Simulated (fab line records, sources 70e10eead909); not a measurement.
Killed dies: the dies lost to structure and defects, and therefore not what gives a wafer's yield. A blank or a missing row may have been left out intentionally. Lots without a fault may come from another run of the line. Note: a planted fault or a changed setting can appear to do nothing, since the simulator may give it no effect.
Which of the tools did it? -- flow nand-harc -- Sampling: 6 lots, 18 wafers, 4 of 1159 route steps

== WHAT EACH GAUGE READ, for each wafer ==
NHARC_END_SORT_01.
lot,measured,on,sort-rim-yield-pct (%)
L202,day 21 01:56,prober-01,97.2 94.3 96.2
L209,day 21 10:04,prober-02,100.0 99.1 96.2
L211,day 21 19:28,prober-02,97.2 98.1 98.1
L215,day 23 04:33,prober-02,99.1 98.1 95.3
L213,day 24 00:34,prober-02,20.8 18.9 12.3
L220,day 24 16:15,prober-01,13.2 17.0 20.8

== WHICH TOOL RAN EACH LOT (tool, then ch and the chambers of the sampled wafers, then the start) ==
lot,NHARC_A_BONDPAD_ECD_18,NHARC_THIN_TSV_PRE_CLEAN_50,NHARC_THIN_TSV_ANNEAL_52
L202,"ecd-cu-02 ch 0,1, day 19 07:23","pvd-sputter-02, day 20 03:08 or earlier","rtp-anneal-02 ch 0, day 20 03:08"
L209,"ecd-cu-02 ch 0,1, day 20 03:26","pvd-sputter-02, day 20 21:25 or earlier","rtp-anneal-01 ch 0, day 20 21:25"
L211,"ecd-cu-02 ch 0,1, day 20 14:16","pvd-sputter-02, day 21 06:22 or earlier","rtp-anneal-01 ch 0, day 21 06:22"
L215,"ecd-cu-02 ch 0,1, day 21 18:02","pvd-sputter-03, day 22 18:18 or earlier","rtp-anneal-02 ch 0, day 22 18:18"
L213,"ecd-cu-02 ch 0, day 22 18:19","pvd-sputter-02, day 23 12:40 or earlier","rtp-anneal-02 ch 0, day 23 12:40"
L220,"ecd-cu-02 ch 0,1, day 22 22:22","pvd-sputter-03, day 23 21:28 or earlier","rtp-anneal-01 ch 0, day 23 21:28"
- NHARC_A_BONDPAD_ECD_18: material Cu, target thk 400 nm.
- NHARC_THIN_TSV_PRE_CLEAN_50: time 30 s.
- NHARC_THIN_TSV_ANNEAL_52: time 90 s.

== THE ANSWER, worked out from the rows above alone ==
Rule: the usual values come from the lots themselves. The widest of any qualifying gaps counts: lots, ordered by their means at a reading, are off when they make up no more than a third of the lots, leave a main group of 4 or more, and stand apart from it by 3 or more times the standard deviation of that group's means. If all means in a main group match to the digits the tables above print for the reading, that group is not used. Also off: a lot with no number at a reading for which 4 or more lots have one. Any other lot the step has rows for is counted as sound.
Off: L213, L220, at NHARC_END_SORT_01 (sort-rim-yield-pct). Mean 97.4 % and standard deviation 0.93 in the main group.
If a tool, at a process step before that reading, ran all the lots that are off and no sound lot after the first of them, it fits. Gauges at NHARC_END_SORT_01: tried the same way as those tools. NHARC_THIN_TSV_PRE_CLEAN_50 gives no start for some lots, so the hours and the order of its lots are those of NHARC_THIN_TSV_ANNEAL_52. One fits: ecd-cu-02 at NHARC_A_BONDPAD_ECD_18. Its last sound lot is L215 (day 21 18:02), its first lot that is off L213 (day 22 18:19): a fault that began between those two fits.

== WHAT WAS PUT IN BY THE SIMULATOR ==
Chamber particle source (ecd-cu-02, NHARC_A_BONDPAD_ECD_18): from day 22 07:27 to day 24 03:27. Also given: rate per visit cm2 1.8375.
Lots struck among those shown: L213, L220. The same result came from the rule above.
